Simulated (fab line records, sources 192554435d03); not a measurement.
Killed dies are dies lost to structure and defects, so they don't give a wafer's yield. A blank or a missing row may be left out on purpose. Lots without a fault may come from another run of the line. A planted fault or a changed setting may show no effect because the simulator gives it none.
Split-lot experiment | flow n5_finfet | 7 lots, 21 wafers read, on a route of 1938 steps

THE SPLIT
At N5_BEOL_M4_ALD_98 (deposits SiO2, target thk 2.5 nm, pulse time 1 s, co reactant pulse time 1 s), the setting ald_cycles was moved away from the recipe's 17 on 9 of the 21 wafers read, by -11.8% to +11.8%. The other wafers ran this setting at the recipe's value.

The reading is taken at the split's own step.

THE READING
SiO2_of_BEOL_M4_ALD_98.thk_nm (the simulator's own value, which no gauge read), in nm, at N5_BEOL_M4_ALD_98 (deposits SiO2, target thk 2.5 nm, pulse time 1 s, co reactant pulse time 1 s). The file gives no usual value for it. The 12 wafers here that ran the recipe average 2.5 nm, standard deviation 0.099 nm.

wafer  | tool, chamber at the split | ald_cycles as run | against the recipe | SiO2_of_BEOL_M4_ALD_98.thk_nm, nm | against lot-mates on the recipe
L078.4 | ald_sin-04, 3,2            | 15                | -11.8%             | 2.2                               | -0.4
L078.5 | ald_sin-04, 3,2            | 15                | -11.8%             | 2.2                               | -0.4
L078.6 | ald_sin-04, 3              | 17                | recipe             | 2.6                               | -
L082.3 | ald_sin-02, 2              | 17                | recipe             | 2.4                               | -
L082.4 | ald_sin-02, 1,2            | 16                | -5.9%              | 2.4                               | +0.0
L082.5 | ald_sin-02, 1,2            | 16                | -5.9%              | 2.4                               | +0.0
L085.2 | ald_sin-04, 2,1            | 16                | -5.9%              | 2.4                               | -0.2
L085.5 | ald_sin-04, 2,1            | 16                | -5.9%              | 2.4                               | -0.2
L085.3 | ald_sin-04, 0              | 17                | recipe             | 2.6                               | -
L088.2 | ald_sin-01, 0              | 19                | +11.8%             | 2.8                               | +0.3
L088.3 | ald_sin-01, 3              | 17                | recipe             | 2.6                               | -
L088.6 | ald_sin-01, 0              | 17                | recipe             | 2.4                               | -
L089.1 | ald_sin-04, 0,1            | 18                | +5.9%              | 2.6                               | +0.0
L089.5 | ald_sin-04, 0,1            | 18                | +5.9%              | 2.6                               | +0.0
L089.2 | ald_sin-04, 2              | 17                | recipe             | 2.6                               | -
L091.1 | ald_sin-01, 2,3,3          | 17                | recipe             | 2.4                               | -
L091.3 | ald_sin-01, 2,3,3          | 17                | recipe             | 2.4                               | -
L091.5 | ald_sin-01, 2,3,3          | 17                | recipe             | 2.4                               | -
L093.2 | ald_sin-01, 0,0,1          | 17                | recipe             | 2.6                               | -
L093.5 | ald_sin-01, 0,0,1          | 17                | recipe             | 2.6                               | -
L093.6 | ald_sin-01, 0,0,1          | 17                | recipe             | 2.6                               | -
Where a row lists several chambers, the file gives one row for several wafers and doesn't say which wafer went through which chamber.

THE FIT
A straight line over all 21 wafers: SiO2_of_BEOL_M4_ALD_98.thk_nm changes by +0.0231 nm for each +1% of ald_cycles; r = +0.85; the points scatter about the line by 0.082 nm.
The same after taking each lot's own level away (the mean of its wafers on the recipe; 21 wafers): +0.024 nm for each +1%; r = +0.85; scatter 0.082 nm.
On that fit, the largest move of ald_cycles shifts the reading by 0.28 nm.
The lots' own levels span 2.40 to 2.60 nm, that is 2.0 times the standard deviation above.
So the lot-to-lot level changes the slope little: the two slopes agree.
Check: with one of the wafers moved furthest among these (-11.8%) left out of the fit, the line predicts -0.266 nm for it against its lot-mates. It came out at -0.4 nm against them.

OTHER SPLITS ON THESE WAFERS
These wafers also went through other splits before the reading. Each is held against what the fit with the lots' levels taken away leaves over:
other split on the same wafers | wafers away from the commonest value | r with SiO2_of_BEOL_M4_ALD_98.thk_nm (lot level and that fit taken away)
N5_BEOL_M1_COAT_05 spin_rpm    | 8                                    | +0.38
N5_BEOL_M1_EXPOSE_08 dose_mj   | 6                                    | +0.35
N5_BEOL_M2_EXPOSE_25 dose_mj   | 9                                    | -0.29
N5_BEOL_M2_SPUTTER_94 time_s   | 7                                    | -0.26
N5_BEOL_M3_EXPOSE_25 dose_mj   | 6                                    | +0.40

THE FILE'S OWN FIT
SiO2_of_BEOL_M4_ALD_98.thk_nm changes by +0.0247 nm for each +1% of ald_cycles, r = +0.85.
